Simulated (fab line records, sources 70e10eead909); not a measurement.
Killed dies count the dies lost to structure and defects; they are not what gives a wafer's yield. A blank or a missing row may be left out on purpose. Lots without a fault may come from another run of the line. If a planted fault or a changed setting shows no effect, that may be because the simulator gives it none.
A lot that was struck, set against a sound lot | flow nand-harc | 14 steps out of a route of 1159
Sound: wafers L533.3, L533.4, L533.5. Struck: wafers L541.1, L541.3, L541.6. The cause is given at the end.
Per side, at each step with rows, come the tool, then ch with its chambers, and then its first start. Under that, the readings that differ: sound wafers | struck wafers | difference of the means | sigmas: that difference in standard deviations of wafers without a fault.
alike: readings whose means differ by less than 2 such deviations, and words and numbers that are the same on both sides. not compared: withheld readings, readings that some wafer has no value for, bounds like >300 that may hide the same value, and numbers for which the record gives no deviation and whose values overlap.
The two part at a step that has a row with sigmas, a row that says differs or no value, or rows on one side only. When numbers do not overlap yet have no deviation, they are printed without sigmas and do not part them. A reading missing from all wafers of one side parts the sides only when that side holds two or more wafers.

NHARC_A_SOURCE_PLATE_THK_MEAS_06: measures by ellipsometry.
  sound: film-metro-01 at day 10 02:01; struck: film-metro-01 at day 10 20:18
  alike: thk-nm
NHARC_A_SOURCE_PLATE_INSPECT_08:
  sound: defect-inspect-02 at day 10 02:05; struck: defect-inspect-02 at day 10 20:22
  alike: raw-defect-count
following that, 1 step holds no rows for these wafers, namely NHARC_A_ONON_D1_DEP_00 (target thickness 1000 nm).
NHARC_A_ONON_D1_THK_MEAS_02: measures by ellipsometry.
  sound: film-metro-02 at day 10 03:02; struck: film-metro-01 at day 10 20:56
  alike: thk-nm
following that, 1 step holds no rows for these wafers, namely NHARC_A_ONON_D1_DEP_03 (target thickness 1000 nm).
NHARC_A_ONON_D1_THK_MEAS_05: measures by ellipsometry.
  sound: film-metro-02 at day 10 03:42; struck: film-metro-01 at day 10 21:31
  alike: thk-nm
following that, 1 step holds no rows for these wafers, namely NHARC_A_ONON_D1_DEP_06 (target thickness 1000 nm).
NHARC_A_ONON_D1_THK_MEAS_08: measures by ellipsometry.
  sound: film-metro-01 at day 10 04:44; struck: film-metro-02 at day 10 22:04
  alike: thk-nm
following that, 1 step holds no rows for these wafers, namely NHARC_A_ONON_D1_DEP_09 (target thickness 1000 nm).
NHARC_A_ONON_D1_THK_MEAS_11: measures by ellipsometry.
  sound: film-metro-01 at day 10 05:47; struck: film-metro-02 at day 10 22:40
  alike: thk-nm
NHARC_A_ONON_D1_DEP_12: target thk 1000 nm.
  sound on pecvd-onon-02 ch 0, day 10 06:27; struck on pecvd-onon-02 ch 0, day 10 22:43
  reading              | sound          | struck         | difference | sigmas
  n2o-flow-sccm (sccm) | 2000 2008 2001 | 1993 1997 1985 | -11        | -2
  alike: sih4-flow-sccm
NHARC_A_ONON_D1_THK_MEAS_14: measures by ellipsometry.
  sound: film-metro-01 at day 10 06:52; struck: film-metro-01 at day 10 23:14
  reading     | sound       | struck      | difference | sigmas
  thk-nm (nm) | 997 997 996 | 419 416 416 | -580       | -58
then, 1 step without rows for these wafers: NHARC_A_ONON_D1_ANNEAL_15 (time 3600 s).
-- record jumps: 15 days between struck wafers' starts before vs after; left off in module A_ONON_D1, resumes in module END, first step shown is number 1159 of the route --
NHARC_END_SORT_01:
  here the record holds rows for the struck wafers (prober-02 ch 0, day 26 07:33) but none for the sound ones

== WHERE THEY PART ==
Last at NHARC_END_SORT_01 as far as this record goes, first at NHARC_A_ONON_D1_DEP_12.

WHY: the cause the simulator had injected
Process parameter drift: pecvd-onon-02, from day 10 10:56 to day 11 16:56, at NHARC_A_ONON_D1_DEP_12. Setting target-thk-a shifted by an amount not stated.
